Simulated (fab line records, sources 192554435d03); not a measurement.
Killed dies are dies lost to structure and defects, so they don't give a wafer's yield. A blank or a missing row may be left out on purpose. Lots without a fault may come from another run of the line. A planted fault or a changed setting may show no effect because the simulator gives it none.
Problem report in the 8D (eight disciplines) form, filled by code | flow n5_finfet | the parts of the form that need people (team, actions taken, sign-off) are left out

1. THE PROBLEM
h2_flow_sccm at N5_BEOL_M3_ETCH_77 reads a mean of 220.7 sccm on 1 wafer of 1 lot; wafers without a fault read 200.0 sccm with a standard deviation of 0.57. That is +36 standard deviations from the usual mean.
The step: etches underlayer in N2/H2, target depth 6.5 nm, time 5.2 s.
First seen on wafer L240.2, day 10 06:11, on rie_diel-02. The record holds 23 wafers of 8 lots with a number at this step. Rule for "out", or "out of limits": more than 4 standard deviations from the usual mean. The other wafers with a number count as sound.

2. WHAT IT IS AND WHAT IT IS NOT
question                    | is                | is not
which readings at this step | h2_flow_sccm      | drypump_motor_current_A, etch_rf_on_time_s, oes_product_au, rf_vpp_V, showerhead_plenum_p_Torr
which lots                  | L240              | L232, L235, L236, L247, L249, L253, L255
which wafers of those lots  | L240.2            | L240.3, L240.4
read on which tools         | rie_diel-02       | rie_diel-03, rie_diel-04
when                        | from day 10 06:11 | up to then (10 sound wafers); but 12 sound wafers of L247, L249, L253, L255 came after

3. SUSPECTS, AND WHAT RULES EACH OUT
Counting: a tool at a process step up to the reading stays a suspect if it ran every lot that is out. Sound lots after the first of them don't rule it out here, since some wafers of a struck lot are sound.
- rie_diel-02 at N5_BEOL_M3_ETCH_74 (etches underlayer in N2/H2, target depth 6.5 nm, time 5.2 s): kept. It ran the lot that is out, L240 (day 10 05:06).
- rie_diel-02 at N5_BEOL_M3_ETCH_77 (etches underlayer in N2/H2, target depth 6.5 nm, time 5.2 s): kept. It ran the lot that is out, L240 (day 10 06:11); its last sound lot up to then is L236 (day 8 10:41). Its own readings are out on those wafers: h2_flow_sccm.
- Within rie_diel-02 at N5_BEOL_M3_ETCH_74: the wafers that are out ran in chamber 3; their sound lot-mates ran in chambers 0, 2.
- Within rie_diel-02 at N5_BEOL_M3_ETCH_77: the wafers that are out ran in chamber 3; their sound lot-mates ran in chambers 1, 2.
Left after counting: rie_diel-02 at N5_BEOL_M3_ETCH_74, rie_diel-02 at N5_BEOL_M3_ETCH_77.

4. THE CAUSE (what the simulator had put in)
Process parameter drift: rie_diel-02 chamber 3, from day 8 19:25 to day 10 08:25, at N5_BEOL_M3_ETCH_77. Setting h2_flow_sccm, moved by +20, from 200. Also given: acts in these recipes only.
Counting left 2 suspects, and this tool is among them.

5. THE CHAIN OF EFFECTS, in route order
Each row: a reading whose mean over the struck wafers that have a number lies more than 3 standard deviations from the usual. Only readings for which the record gives a usual standard deviation are gone through. hours: the time from each lot's start at the first step in this table that gives one to its start at this step, as a median over the lots. sigmas: the change in usual standard deviations.
hours | step               | reading      | usual      | on struck wafers | change | sigmas
0     | N5_BEOL_M3_ETCH_77 | h2_flow_sccm | 200.0 sccm | 220.7            | +20.7  | +36
The process steps in it:
- N5_BEOL_M3_ETCH_77: etches underlayer in N2/H2, target depth 6.5 nm, time 5.2 s.
Later measuring or inspecting steps at which every struck wafer that the step has a row for has a number for every such reading, and none has moved that far: N5_BEOL_M4_RC_MEAS_101.

6. WHAT WOULD HAVE CAUGHT IT SOONER
In this record the first reading out of limits was taken at day 10 06:11, 35 hours after the fault began at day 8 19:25.
